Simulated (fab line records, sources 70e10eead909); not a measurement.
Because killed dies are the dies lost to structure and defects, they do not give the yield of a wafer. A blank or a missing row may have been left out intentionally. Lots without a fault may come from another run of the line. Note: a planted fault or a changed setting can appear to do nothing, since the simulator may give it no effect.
What tool caused it? + flow nand-harc + Sampling: 6 lots, 18 wafers, 2 of 1159 route steps

## WHAT THE GAUGES SHOWED, per wafer
NHARC_A_BONDPAD_CD_MEAS_09: target cd 500 nm.
| lot  | measured     | on        | cd-nm (nm)        |
|------|--------------|-----------|-------------------|
| L288 | day 18 09:40 | cd-sem-02 | 501.2 502.4 500.6 |
| L301 | day 21 19:12 | cd-sem-02 | 500.7 502.5 501.3 |
| L303 | day 22 09:59 | cd-sem-01 | 499.7 499.9 498.9 |
| L304 | day 22 17:41 | cd-sem-02 | 501.0 500.8 500.6 |
| L302 | day 23 06:02 | cd-sem-02 | 499.5 499.6 499.3 |
| L310 | day 23 13:59 | cd-sem-03 | 499.1 498.4 498.7 |

## WHICH TOOL RAN EACH LOT (tool, then ch and the chambers of the sampled wafers, then the start)
| lot  | NHARC_A_BONDPAD_CMP_29        |
|------|-------------------------------|
| L288 | cmp-02 ch 0,2,3, day 18 09:01 |
| L301 | cmp-02 ch 1,2,3, day 21 18:26 |
| L303 | cmp-02 ch 0,1,2, day 22 09:17 |
| L304 | cmp-02 ch 1,2, day 22 16:53   |
| L302 | cmp-01 ch 1,2, day 23 05:13   |
| L310 | cmp-04 ch 0,2,3, day 23 13:11 |
- NHARC_A_BONDPAD_CMP_29: polishes SiCN, target thk 200 nm.

## THE ANSWER, worked out from the rows above alone
Rule: usual is defined by the lots themselves. The widest of any qualifying gaps counts: lots, ordered by their means at a reading, are off when they make up no more than a third of the lots, leave a main group of 4 or more, and stand apart from it by 3 or more times the standard deviation of that group's means. The tables above print the reading to a certain number of digits; a main group whose means all agree to those digits is not used. Also off: a lot with no number at a reading for which 4 or more lots have one. All remaining lots with rows at the step are treated as sound.
Nothing can be told from this: no lot is off at any reading shown.

## WHAT HAD BEEN PUT IN BY THE SIMULATOR
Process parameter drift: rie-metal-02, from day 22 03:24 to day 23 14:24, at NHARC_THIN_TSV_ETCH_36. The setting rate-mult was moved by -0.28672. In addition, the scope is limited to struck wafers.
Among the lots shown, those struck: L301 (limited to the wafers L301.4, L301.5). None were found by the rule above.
